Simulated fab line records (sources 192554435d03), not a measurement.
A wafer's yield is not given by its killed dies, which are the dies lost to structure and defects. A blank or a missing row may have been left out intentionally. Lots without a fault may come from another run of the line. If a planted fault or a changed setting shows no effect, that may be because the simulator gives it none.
Comparing a struck lot with a sound one ; flow n5_finfet ; 36 out of 1938 route steps
Sound: the wafers L693.2, L693.5, L693.6. Struck: wafer L686.1 (L686.4, L686.5, from the same lot, were not struck and are left out); the cause is given at the end.
Each step with rows lists, per side, the tool, then ch with its chambers, then its first start. Under that, the readings that differ: sound wafers ; struck wafers ; difference of the means ; sigmas: that difference in standard deviations of wafers without a fault.
alike: a reading whose means differ by less than 2 such deviations, as well as words and numbers matching on both sides. not compared: withheld readings; readings where some wafer has no value; bounds like >300 that might hide an equal value; numbers whose values overlap and for which the record gives no deviation.
A row with sigmas, a row that says differs or no value, or rows on one side alone: a step with any of these is where the two part. When numbers do not overlap yet have no deviation, they are printed without sigmas and do not part them. Lack of a reading on every wafer of one side parts them only where that side has two or more wafers.

first, 9 steps without rows for these wafers: N5_BEOL_M4_ANNEAL_95 (time 240 s); N5_BEOL_M4_SPUTTER_96 (material Cu, target thk 4.5 nm, time 8.29 s); N5_BEOL_M4_ECD_50 (material Cu, target thk 300 nm); N5_BEOL_M4_ANNEAL_51 (time 90 s); N5_BEOL_M4_CMP_52 (polishes, stops on SiOC, t overpolish 6.8 s, target thk 40 nm); N5_BEOL_M4_PRE_CLEAN_60 (time 15 s); N5_BEOL_M4_CO_CAP_55 (material Co, precursor CCTBA/H2, target thk 2 nm, time 102.1 s); N5_BEOL_M4_PRE_CLEAN_56 (time 15 s); N5_BEOL_M4_DEP_57 (deposits SiCN from 3MS/NH3, target thk 8 nm, time 14 s).
N5_BEOL_M4_RC_MEAS_101:
  sound on prober-01 ch 0, day 12 11:35; struck on prober-02 ch 0, day 11 00:00
reading;sound;struck;difference;sigmas
ION_N (uA/um);685 678 680;656;-25;-3
ION_P (uA/um);462 469 463;443;-22;-3
VT_P (mV);-251 -249 -251;-259;-9;-2
  alike: DIBL_N, DIBL_P, IOFF_N, IOFF_P, SS_N, SS_P, VT_N
then, 24 steps without rows for these wafers: N5_BEOL_M5_ILD_DEP_00 (deposits SiCOH lowk from DEMS/porogen, target thk 140.64 nm, time 25.9 s); N5_BEOL_M5_CURE_79 (cures SiCOH lowk, time 240 s); N5_BEOL_M5_PECVD_70 (deposits SiO2 from TEOS/O2, target thk 16 nm, time 18 s); N5_BEOL_M5_HM_DEP_02 (deposits TiN, target thk 20 nm); N5_BEOL_M5_COAT_59 (time 60 s, resist thk 60 nm); N5_BEOL_M5_COAT_60 (time 60 s, resist thk 12 nm); N5_BEOL_M5_COAT_71 (time 60 s, resist thk 5 nm); N5_BEOL_M5_COAT_05 (resist thk 30 nm); N5_BEOL_M5_EBR_07; N5_BEOL_M5_SOFTBAKE_06 (time 60 s); N5_BEOL_M5_EXPOSE_08 (exposes mask M5, target cd 28 nm); N5_BEOL_M5_PEB_09 (peb time 60 s); N5_BEOL_M5_DEVELOP_10 (develop time 30 s); N5_BEOL_M5_DESCUM_16 (chemistry O2, time 7 s); N5_BEOL_M5_ETCH_72 (etches underlayer in N2/H2, target depth 6.5 nm, time 5.2 s); N5_BEOL_M5_ETCH_61 (etches SiARC in CF4, target depth 15.6 nm, time 26 s); N5_BEOL_M5_ETCH_62 (etches SOC in N2/H2, target depth 75 nm, overetch 15 nm, time 112.5 s); N5_BEOL_M5_STRIP_63 (strips in N2/H2); N5_BEOL_M5_STRIP_73 (strips in N2/H2); N5_BEOL_M5_STRIP_64 (strips in CF4); N5_BEOL_M5_HM_OPEN_17 (chemistry Cl2/BCl3, target TiN, target depth 20 nm, overetch 6 nm); N5_BEOL_M5_STRIP_19 (strips in O2); N5_BEOL_M5_COAT_65 (time 60 s, resist thk 60 nm); N5_BEOL_M5_COAT_66 (time 60 s, resist thk 12 nm).
-- here the record skips 4 days between the struck wafers' starts before and after, leaving off in module BEOL_M5 and picking up in module MIM_TOP (first step shown: number 1838 of the route) --
N5_MIM_TOP_SPUTTER_03: material TiN, target thk 35 nm, time 89.7 s.
  sound on pvd_sputter-03, day 15 23:56; struck on pvd_sputter-01, day 14 19:46
reading;sound;struck;difference;sigmas
model.TiN_of_MIM_TOP_SPUTTER_03.thk_nm (nm);34.4 34.4 34.2;57.4;+23.1;
  alike: throttle_valve_pct
N5_PASSIVATION_PROBE_49:
  record: rows for the struck wafers here (prober-01, day 15 11:29), none for the sound ones

WHERE THEY PART
First at N5_BEOL_M4_RC_MEAS_101; last, within this record, at N5_PASSIVATION_PROBE_49.

WHY: whatever the simulator had introduced
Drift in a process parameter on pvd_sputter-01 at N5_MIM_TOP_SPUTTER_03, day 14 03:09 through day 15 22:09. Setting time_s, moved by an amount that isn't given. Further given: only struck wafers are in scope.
